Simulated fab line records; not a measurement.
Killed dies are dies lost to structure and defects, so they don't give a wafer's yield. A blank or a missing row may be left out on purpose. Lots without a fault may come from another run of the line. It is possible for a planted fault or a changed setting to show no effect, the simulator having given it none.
fab line records ; flow n5Finfet
[record] lots = 11; wafers = 33; lastDay = 18
route steps=1938 shown GATE_CUT@505 MIM_BOT_LITHO@1865 MIM_BOT_ETCH@1867 PASSIVATION@1906
lots with no fault: from the same line, run without faults
startH: hours from the record's opening day to when the first of the lot's shown wafers began ; waitH: hours from the lot's prior step to this one ; " repeats the value in the row above ; L1.1+2: several wafers, shown together as one row ; - no value, or no start was given ; * or withheld: withheld ; < > ~ a bound
route shown NAME@n: a module of which the file shows steps, and the number in the route of the first ; usual: mean/standard deviation taken from wafers without a fault ; same: alike in all rows ; chamber/n: place in a boat ; sites: readings site by site ; _std_site: their standard deviation ; _edge_site: the outer-site mean with the inner-site mean subtracted ; radiusMm: for every site, how far away it sits from the centre of the wafer ; mask NAME#n: copy n ; behind: the tool/chamber that last shaped the wafer ; hold: cause of the lot's hold/its duration in hours/its outcome ; device: which transistor (n, p or np) failed to switch ; end of line: tests of these same wafers at the route's end ; a step given without rows: its recipe and nothing more ; killed: dies that structure and defects cost at the first sort, which is not the same as the wafer's yield ; map: the dies of a wafer, with x for killed, . for not killed, _ for no die there
set.NAME: the setting the step ran with; set.NAME@STEP: the setting that earlier step ran with ; model.NAME: the simulator's own value behind a step, which no gauge read
route steps across a sampled set of lots; one table per step, one row per wafer
services: the hour from which a tool's chamber was out of use, counted from the record's first day as startH (under 0 if before that day), plus the number of hours and why
[[steps]]
[step N5_GATE_CUT_VAPOR_ETCH_49]
[recipe] chemistry = BCl3/Cl2; target = TiAlC; mode = isotropic
[usual] drypumpMotorCurrentA = 5.8/0.4; oesProductAu = 0.75/0.12
lot.wafer;tool;chamber;startH;waitH;drypumpMotorCurrentA;oesProductAu
L951.1;rieMetal-01;1;89.76;0.0;6.0;0.70
L951.2;rieMetal-01;0;89.76;0.0;4.9;0.65
L951.3;rieMetal-01;0;89.76;0.0;4.9;0.64
L953.3;rieMetal-03;1;101.72;0.0;6.0;0.63
L953.4;rieMetal-03;0;101.72;0.0;6.1;0.87
L953.6;rieMetal-03;1;101.72;0.0;6.0;0.64
L956.3;rieMetal-02;1;118.17;0.0;5.5;0.70
L956.4;rieMetal-02;0;118.17;0.0;6.1;0.98
L956.6;rieMetal-02;1;118.17;0.0;5.5;0.70
L958.1;rieMetal-01;1;131.56;0.0;6.0;0.68
L958.2;rieMetal-01;0;131.56;0.0;4.9;0.64
L958.5;rieMetal-01;1;131.56;0.0;6.0;0.68
L959.1;rieMetal-01;1;137.30;0.0;6.0;0.68
L959.4;rieMetal-01;0;137.30;0.0;4.9;0.63
L959.5;rieMetal-01;1;137.30;0.0;6.0;0.68
L966.3;rieMetal-01;1;177.38;0.1;6.0;0.68
L966.4;rieMetal-01;1;177.38;0.1;6.0;0.67
L966.5;rieMetal-01;1;177.38;0.1;6.0;0.68
L968.1;rieMetal-01;0;188.12;0.0;4.9;0.62
L968.3;rieMetal-01;0;188.12;0.0;4.9;0.63
L968.4;rieMetal-01;1;188.12;0.0;6.0;0.68
L971.4;rieMetal-02;1;205.41;0.0;5.5;0.68
L971.5;rieMetal-02;1;205.41;0.0;5.5;0.68
L971.6;rieMetal-02;0;205.41;0.0;6.1;0.91
L972.2;rieMetal-02;1;209.11;0.0;5.5;0.68
L972.4;rieMetal-02;1;209.11;0.0;5.5;0.68
L972.5;rieMetal-02;0;209.11;0.0;6.1;0.90
L973.1;rieMetal-03;1;213.91;0.0;6.0;0.62
L973.2;rieMetal-03;0;213.91;0.0;6.0;0.84
L973.4;rieMetal-03;1;213.91;0.0;6.0;0.62
L974.4;rieMetal-03;1;223.39;0.0;6.0;0.62
L974.5;rieMetal-03;0;223.39;0.0;6.0;0.84
L974.6;rieMetal-03;1;223.39;0.0;6.0;0.62
[step N5_MIM_BOT_LITHO_DESCUM_10]
[recipe] chemistry = O2; timeS = 7.9; sourcePowerW = 50; biasPowerW = 20; pressureMtorr = 20; rfFrequencyHz = 2.712e+07; tempC = 40; o2FlowSccm = 225
[usual] drypumpMotorCurrentA = 5.4/0.38; oesProductAu = 0.80/0.1; rfVppV = 243.0/1.5; showerheadPlenumPTorr = 2.08/0.086; tempC = 40.00/0.12; throttleValvePct = 20.34/0.15
[same] timeS = 7.9
lot.wafer;tool;chamber;startH;waitH;drypumpMotorCurrentA;oesProductAu;rfHoursCounterH;rfVppV;showerheadPlenumPTorr;tempC;throttleValvePct
L951.1;rieDiel-04;3;262.96;0.0;5.6;0.67;220;242.0;1.96;40.01;20.31
L951.2;rieDiel-04;2;262.96;0.0;4.8;0.84;67;241.9;2.04;39.97;20.42
L951.3;rieDiel-04;0;262.96;0.0;5.9;0.68;222;242.8;1.96;40.04;20.54
L953.3;rieDiel-04;3;271.64;0.3;5.6;0.68;224;242.2;1.96;40.09;20.35
L953.4;rieDiel-04;3;271.64;0.3;5.6;0.67;-;240.4;1.96;40.03;20.32
L953.6;rieDiel-04;1;271.64;0.3;5.3;0.69;-;246.2;2.14;39.83;20.58
L956.3;rieDiel-02;0;284.31;0.1;5.7;0.68;237;240.8;1.97;39.89;20.47
L956.4;rieDiel-02;2;284.31;0.1;5.9;0.69;237;244.6;2.14;40.00;20.50
L956.6;rieDiel-02;1;284.31;0.1;5.0;0.81;-;244.3;2.13;39.93;20.30
L958.1;rieDiel-04;3;296.83;0.0;5.6;0.67;235;242.3;1.96;39.92;20.37
L958.2;rieDiel-04;2;296.83;0.0;4.8;0.83;81;241.7;2.04;39.86;20.42
L958.5;rieDiel-04;0;296.83;0.0;5.9;0.67;-;241.4;1.96;40.11;20.54
L959.1;rieDiel-02;3;301.49;0.0;5.4;0.85;80;245.0;2.11;39.88;20.34
L959.4;rieDiel-02;0;301.49;0.0;5.7;0.68;242;241.7;1.97;39.85;20.48
L959.5;rieDiel-02;0;301.49;0.0;5.7;0.68;-;241.9;1.97;39.92;20.47
L966.3;rieDiel-04;1;350.47;0.1;5.3;0.92;-;244.7;2.13;40.16;20.32
L966.4;rieDiel-04;2;350.47;0.1;4.8;0.81;-;242.4;2.03;40.20;20.46
L966.5;rieDiel-04;1;350.47;0.1;5.3;0.92;-;244.8;2.13;40.11;20.32
L968.1;rieDiel-04;1;365.45;0.8;5.3;0.91;23;243.4;2.13;40.23;20.33
L968.3;rieDiel-04;0;365.45;0.8;5.9;0.97;3;245.2;2.21;39.88;20.03
L968.4;rieDiel-04;2;365.45;0.8;4.8;0.78;-;242.4;2.03;39.96;20.46
L971.4;rieDiel-04;1;382.60;0.0;5.3;0.88;32;243.5;2.13;39.97;20.34
L971.5;rieDiel-04;0;382.60;0.0;5.9;0.93;-;245.2;2.21;40.20;20.04
L971.6;rieDiel-04;3;382.60;0.0;5.6;1.00;-;245.4;2.21;40.04;20.06
L973.1;rieDiel-04;0;386.38;0.0;5.9;0.93;14;243.6;2.21;39.92;20.04
L973.2;rieDiel-04;2;386.38;0.0;4.8;0.79;119;241.9;2.03;40.00;20.49
L973.4;rieDiel-04;3;386.38;0.0;5.6;0.98;2;244.8;2.21;39.86;20.07
L972.2;rieDiel-05;2;387.66;0.0;5.9;0.95;7;244.0;2.16;40.02;20.22
L972.4;rieDiel-05;3;387.66;0.0;5.7;0.78;-;245.6;2.18;40.05;20.27
L972.5;rieDiel-05;0;387.66;0.0;5.0;0.72;-;243.8;2.09;40.11;20.14
L974.4;rieDiel-02;2;413.30;0.0;5.9;0.91;18;244.0;2.13;39.97;20.26
L974.5;rieDiel-02;0;413.30;0.0;5.7;0.97;-;244.3;2.23;39.99;20.05
L974.6;rieDiel-02;3;413.30;0.0;5.4;0.80;-;243.5;2.09;40.02;20.38
[step N5_MIM_BOT_ETCH_ETCH_03]
[recipe] chemistry = Cl2/BCl3; targetDepthA = 120; pressureMtorr = 8; icpW = 800; biasW = 100; Cl2_flow_sccm = 20; bcl3FlowSccm = 80
[usual] drypumpMotorCurrentA = 5.7/0.47; oesProductAu = 0.82/0.11; throttleValvePct = 27.64/0.28
lot.wafer;tool;chamber;startH;waitH;drypumpMotorCurrentA;oesProductAu;rfHoursCounterH;throttleValvePct
L951.1;rieMetal-03;0;263.12;0.1;6.0;0.81;31;27.94
L951.2;rieMetal-03;0;263.12;0.1;6.1;0.82;-;27.95
L951.3;rieMetal-03;0;263.12;0.1;6.0;0.81;-;27.93
L953.3;rieMetal-02;0;271.83;0.1;6.1;0.89;-;27.43
L953.4;rieMetal-02;1;271.83;0.1;5.5;0.67;-;28.01
L953.6;rieMetal-02;1;271.83;0.1;5.5;0.67;-;27.99
L956.3;rieMetal-02;0;284.50;0.1;6.1;0.87;-;27.43
L956.4;rieMetal-02;1;284.50;0.1;5.5;0.67;-;28.02
L956.6;rieMetal-02;0;284.50;0.1;6.1;0.89;-;27.43
L958.1;rieMetal-03;0;296.98;0.1;6.0;0.80;34;27.94
L958.2;rieMetal-03;1;296.98;0.1;6.0;0.95;3;27.51
L958.5;rieMetal-03;0;296.98;0.1;6.1;0.80;-;27.93
L959.1;rieMetal-02;0;301.65;0.1;6.1;0.86;21;27.43
L959.4;rieMetal-02;0;301.65;0.1;6.1;0.86;-;27.42
L959.5;rieMetal-02;0;301.65;0.1;6.1;0.86;-;27.44
L966.3;rieMetal-03;0;350.69;0.1;6.0;0.79;-;27.95
L966.4;rieMetal-03;1;350.69;0.1;6.0;0.92;-;27.51
L966.5;rieMetal-03;0;350.69;0.1;6.1;0.79;-;27.95
L968.1;rieMetal-01;0;365.60;0.1;4.9;0.91;9;27.28
L968.3;rieMetal-01;0;365.60;0.1;4.9;0.91;-;27.29
L968.4;rieMetal-01;0;365.60;0.1;4.9;0.90;-;27.31
L971.4;rieMetal-01;0;382.85;0.1;4.9;0.89;-;27.30
L971.5;rieMetal-01;0;382.85;0.1;4.9;0.88;-;27.30
L971.6;rieMetal-01;0;382.85;0.1;4.9;0.89;-;27.30
L973.1;rieMetal-03;0;386.54;0.1;6.1;0.77;43;27.96
L973.2;rieMetal-03;1;386.54;0.1;6.0;0.90;9;27.52
L973.4;rieMetal-03;0;386.54;0.1;6.1;0.77;-;27.96
L972.2;rieMetal-01;0;387.84;0.1;4.9;0.89;-;27.31
L972.4;rieMetal-01;0;387.84;0.1;4.9;0.88;-;27.31
L972.5;rieMetal-01;0;387.84;0.1;4.9;0.88;-;27.31
L974.4;rieMetal-02;0;413.55;0.1;6.1;0.84;-;27.47
L974.5;rieMetal-02;0;413.55;0.1;6.1;0.83;-;27.47
L974.6;rieMetal-02;0;413.55;0.1;6.1;0.84;-;27.46
[step N5_PASSIVATION_OVL_MEAS_63]
[recipe] pointsPerWafer = 44
[usual] PAD_OVL = -5/6.8
lot.wafer;tool;chamber;startH;waitH;PAD_OVL[nm]
L951.1;overlay-02;0;266.59;0.0;-7
L951.2;overlay-02;0;266.59;0.0;-11
L951.3;overlay-02;0;266.59;0.0;-4
L953.3;overlay-01;0;275.50;0.0;-9
L953.4;overlay-01;0;275.50;0.0;-6
L953.6;overlay-01;0;275.50;0.0;-1
L956.3;overlay-01;0;289.36;0.0;-6
L956.4;overlay-01;0;289.36;0.0;-14
L956.6;overlay-01;0;289.36;0.0;-3
L958.1;overlay-01;0;300.80;0.0;-23
L958.2;overlay-01;0;300.80;0.0;-11
L958.5;overlay-01;0;300.80;0.0;-15
L959.1;overlay-02;0;304.90;0.0;-10
L959.4;overlay-02;0;304.90;0.0;-1
L959.5;overlay-02;0;304.90;0.0;-12
L966.3;overlay-01;0;354.61;0.0;-8
L966.4;overlay-01;0;354.61;0.0;-4
L966.5;overlay-01;0;354.61;0.0;-10
L968.1;overlay-02;0;369.22;0.0;-3
L968.3;overlay-02;0;369.22;0.0;-5
L968.4;overlay-02;0;369.22;0.0;-7
L971.4;overlay-02;0;386.71;0.0;1
L971.5;overlay-02;0;386.71;0.0;4
L971.6;overlay-02;0;386.71;0.0;2
L973.1;overlay-02;0;389.98;0.0;0
L973.2;overlay-02;0;389.98;0.0;0
L973.4;overlay-02;0;389.98;0.0;-9
L972.2;overlay-01;0;392.76;0.0;-15
L972.4;overlay-01;0;392.76;0.0;-11
L972.5;overlay-01;0;392.76;0.0;-24
L974.4;overlay-01;0;417.19;0.0;-5
L974.5;overlay-01;0;417.19;0.0;-6
L974.6;overlay-01;0;417.19;0.0;-5
[step N5_PASSIVATION_PROBE_49]
[usual] defectLimitedYield = 91.7/1.5; killed_at_M0_to_M3 = 32/9.6; killed_at_M4_up = 13/5.3; killedAtContacts = 12/6.8; killedAtFrontEnd = 36/9.8; killedAtOther = 4/3.1; killedDies = 98/17; killedOnRim = 13/4; killedOpen = 65/13; killedShort = 32/8.5; sort_bin_5_function = 4.9/0.93; sort_bin_6_memory = 3.2/0.67; sort_bin_8_speed = 0.00/0.02; sortNPass = 1082/17
[same] grossDies = 1180; killedAtBackSide = 0; sort_bin_4_leakage[%] = 0
lot.wafer;tool;chamber;startH;waitH;defectLimitedYield[%];killed_at_M0_to_M3;killed_at_M4_up;killedAtContacts;killedAtFrontEnd;killedAtOther;killedDies;killedOnRim;killedOpen;killedShort;sort_bin_5_function[%];sort_bin_6_memory[%];sort_bin_8_speed[%];sortNPass
L953.3;prober-02;-;280.44;0.1;90.9;22;14;12;56;3;107;15;72;31;5.2;3.6;0;1073
L953.4;prober-02;-;280.49;0.2;90.7;37;17;11;39;6;110;12;65;45;5.6;3.4;0;1070
L953.6;prober-02;-;280.59;0.3;91.3;40;8;9;40;6;103;15;56;45;5.7;2.6;0;1077
L958.2;prober-02;-;306.12;0.1;91.5;28;15;14;43;0;100;13;69;28;4.7;3.6;0;1080
L966.3;prober-02;-;361.10;1.0;81.5;26;20;5;160;7;218;28;66;26;11.9;4.5;0;962
L966.4;prober-02;-;361.15;1.1;82.5;23;10;5;162;7;207;21;58;33;11.9;3.2;0;973
L966.5;prober-02;-;361.20;1.1;82.3;26;9;4;166;4;209;29;56;34;11.2;3.5;0;971
L968.1;prober-01;-;374.44;0.0;93.9;22;9;3;34;4;72;5;49;20;3.8;2.2;0;1108
L968.3;prober-01;-;374.54;0.1;92.9;30;20;5;28;1;84;11;55;27;4.7;2.2;0;1096
L968.4;prober-01;-;374.59;0.2;83.6;16;10;15;150;2;193;24;48;23;9.7;3.5;0;987
// killed by level:class
L953.3 FIN_SAQP:geometricParticle:short=10 STI_FIN_REVEAL:geometricParticle:open=9 MOL_CONTACT_COAG:geometricParticle:open=8 FIN_SAQP:geometricParticle:open=6 BEOL_M4:geometricParticle:open=6 DUMMY_GATE:geometricParticle:open=5 GATE_CUT:geometricParticle:short=5 BEOL_M3:geometricParticle:open=5
L953.4 BEOL_M3:geometricParticle:open=15 BEOL_M0_SAQP:geometricParticle:short=9 FIN_SAQP:geometricParticle:short=8 MOL_CONTACT_COAG:geometricParticle:open=8 BEOL_M5:geometricParticle:open=7 FIN_SAQP:geometricParticle:open=6 DUMMY_GATE:geometricParticle:open=5 BEOL_M0_SAQP:geometricParticle:open=5
L953.6 FIN_SAQP:geometricParticle:short=14 BEOL_M0_SAQP:geometricParticle:open=11 BEOL_M0_SAQP:geometricParticle:short=11 GATE_CUT:geometricParticle:short=7 MOL_CONTACT_COAG:geometricParticle:open=7 GATE_CUT:geometricParticle:open=6 BEOL_M3:geometricParticle:open=6 STI_FIN_REVEAL:geometricParticle:open=5
L958.2 STI_FIN_REVEAL:geometricParticle:open=13 MOL_CONTACT_COAG:geometricParticle:open=12 FIN_SAQP:geometricParticle:short=8 BEOL_M1:geometricParticle:open=8 BEOL_M0_SAQP:geometricParticle:open=6 FIN_SAQP:geometricParticle:open=5 BEOL_M0_SAQP:geometricParticle:short=5 BEOL_M2:geometricParticle:open=5
L966.3 GATE_CUT:unspecified=126 BEOL_M4:geometricParticle:open=11 STI_FIN_REVEAL:geometricParticle:open=9 BEOL_M3:geometricParticle:open=9 BEOL_M2:geometricParticle:open=7 FIN_SAQP:geometricParticle:open=5 MOL_CONTACT_COAG:geometricParticle:open=5 FIN_SAQP:geometricParticle:short=4
L966.4 GATE_CUT:unspecified=116 STI_FIN_REVEAL:geometricParticle:open=8 FIN_SAQP:geometricParticle:short=7 BEOL_M3:geometricParticle:open=7 DUMMY_GATE:geometricParticle:open=6 GATE_CUT:geometricParticle:short=6 BEOL_M2:geometricParticle:open=4 BEOL_M5:geometricParticle:open=4
L966.5 GATE_CUT:unspecified=119 STI_FIN_REVEAL:geometricParticle:open=9 FIN_SAQP:geometricParticle:short=8 FIN_SAQP:geometricParticle:open=7 BEOL_M0_SAQP:geometricParticle:short=5 SPACER0:geometricParticle:open=4 BEOL_M0_SAQP:geometricParticle:open=4 BEOL_M2:geometricParticle:open=4
L968.1 FIN_SAQP:geometricParticle:open=6 BEOL_M3:geometricParticle:open=6 STI_FIN_REVEAL:geometricParticle:open=6 GATE_CUT:geometricParticle:short=5 BEOL_M1:geometricParticle:open=5 BEOL_M4:geometricParticle:open=5 BEOL_M3:geometricParticle:short=4 STARTING-WAFER:geometricParticle:open=4
L968.3 STI_FIN_REVEAL:geometricParticle:open=10 BEOL_M4:geometricParticle:open=9 BEOL_M0:geometricParticle:short=8 BEOL_M1:geometricParticle:open=6 BEOL_M5:geometricParticle:open=6 MOL_CONTACT_COAG:geometricParticle:open=5 FIN_SAQP:geometricParticle:short=5 BEOL_M0_SAQP:geometricParticle:open=4
L968.4 GATE_CUT:unspecified=119 MOL_CONTACT_COAG:geometricParticle:open=11 FIN_SAQP:geometricParticle:short=10 STI_FIN_REVEAL:geometricParticle:open=7 BEOL_M1:geometricParticle:open=7 ILD0:geometricParticle:open=4 MOL_CONTACT_COAG:geometricParticle:short=4 FIN_SAQP:geometricParticle:open=2
[[services]]
tool;chamber;startH;hours;kind
rieDiel-04;-;99.96;4.3;pm
rieDiel-02;-;110.97;2.8;pm
rieDiel-05;0;113.45;3.9;repair
rieDiel-05;-;116.55;0.5;repair
rieMetal-01;1;141.20;28.3;repair
rieDiel-04;3;144.48;1.3;repair
rieDiel-04;1;165.57;6.6;repair
rieMetal-01;0;167.21;9.9;repair
rieDiel-02;1;169.13;2.1;repair
rieDiel-04;-;212.45;14.6;pm
rieDiel-05;0;213.96;11.5;repair
rieDiel-05;-;227.23;15.6;pm
rieMetal-03;-;245.41;2.8;pm
rieDiel-05;1;253.43;2.5;repair
rieDiel-02;-;273.16;0.6;repair
rieDiel-05;-;278.82;0.5;repair
rieDiel-05;2;282.21;3.3;repair
rieMetal-03;1;308.49;1.2;repair
rieDiel-02;3;310.74;16.3;repair
rieDiel-04;0;330.12;3.0;repair
rieDiel-05;2;333.81;16.7;repair
rieDiel-04;3;346.95;4.0;repair
rieMetal-03;1;352.13;5.4;repair
rieMetal-02;-;353.89;0.2;repair
[[key]]
[firstSign] step = N5_PASSIVATION_PROBE_49; reading = killedAtFrontEnd; direction = up; sigmas = 13; usual = 36; struck = 160
[effect] step = N5_PASSIVATION_PROBE_49; reading = defectLimitedYield; direction = down; sigmas = 6.3; usual = 91.7; struck = 82.5
[moreKillsBornAt] N5_GATE_CUT_VAPOR_ETCH_49@rieMetal-01 = 480
metAt N5_GATE_CUT_VAPOR_ETCH_49
struckLots L966,L968
struckWafers L966.3,L966.4,L966.5,L968.4
notActingAt N5_MIM_BOT_LITHO_DESCUM_10,N5_MIM_BOT_ETCH_ETCH_03,N5_PASSIVATION_OVL_MEAS_63
onsetBetween 137.30 177.38
[fault] kind = chamberParticleSource; tool = rieMetal-01; chamber = 1; onsetH = 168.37; steps = N5_GATE_CUT_VAPOR_ETCH_49; ratePerVisitCm2 = 1.2263; endH = 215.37
